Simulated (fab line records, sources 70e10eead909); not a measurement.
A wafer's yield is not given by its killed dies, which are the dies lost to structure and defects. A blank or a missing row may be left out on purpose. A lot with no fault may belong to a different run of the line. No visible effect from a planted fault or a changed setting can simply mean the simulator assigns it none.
Matching of chambers	flow nand harc	NHARC_A_M1_DEP_33 on pecvd-04: 3 sister chambers
The step deposits SiCN, target thk 30 nm. 6 wafers are shown with their chamber, then 7 later ones without.

== EACH WAFER AND ITS CHAMBER ==
wafer	chamber	heater power w (W)
L319.2	1	602
L317.4	2	769
L326.4	0	542
L326.5	2	788
L339.4	1	573
L339.5	0	517

== WAFERS WHOSE CHAMBER IS MISSING ==
wafer	heater power w (W)
L339.6	631
L337.2	507
L337.3	580
L337.4	707
L340.2	468
L340.5	732
L340.6	480

== EACH ONE'S CHAMBER ==
wafer	from the rows above	in truth
L339.6	1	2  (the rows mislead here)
L337.2	0	0
L337.3	1	1
L337.4	2	2
L340.2	0	0
L340.5	2	2
L340.6	0	0
6 of 7 placed correctly. From these rows, 0 cannot be placed. Number placed wrongly: 1.
How it was worked out, from the rows above alone: a wafer's distance from a chamber is the root of the sum, over the readings, of the square of ((its reading less the chamber's mean) divided by the reading's scatter). If the next closest chamber is less than 2 further off than the closest, the wafer can't be placed; otherwise it belongs to the closest. For every chamber, the mean is computed from those of its wafers that are shown. The scatter: the root of (the sum of the squares of (reading less its chamber's mean) over the shown wafers, divided by (wafers less chambers)).
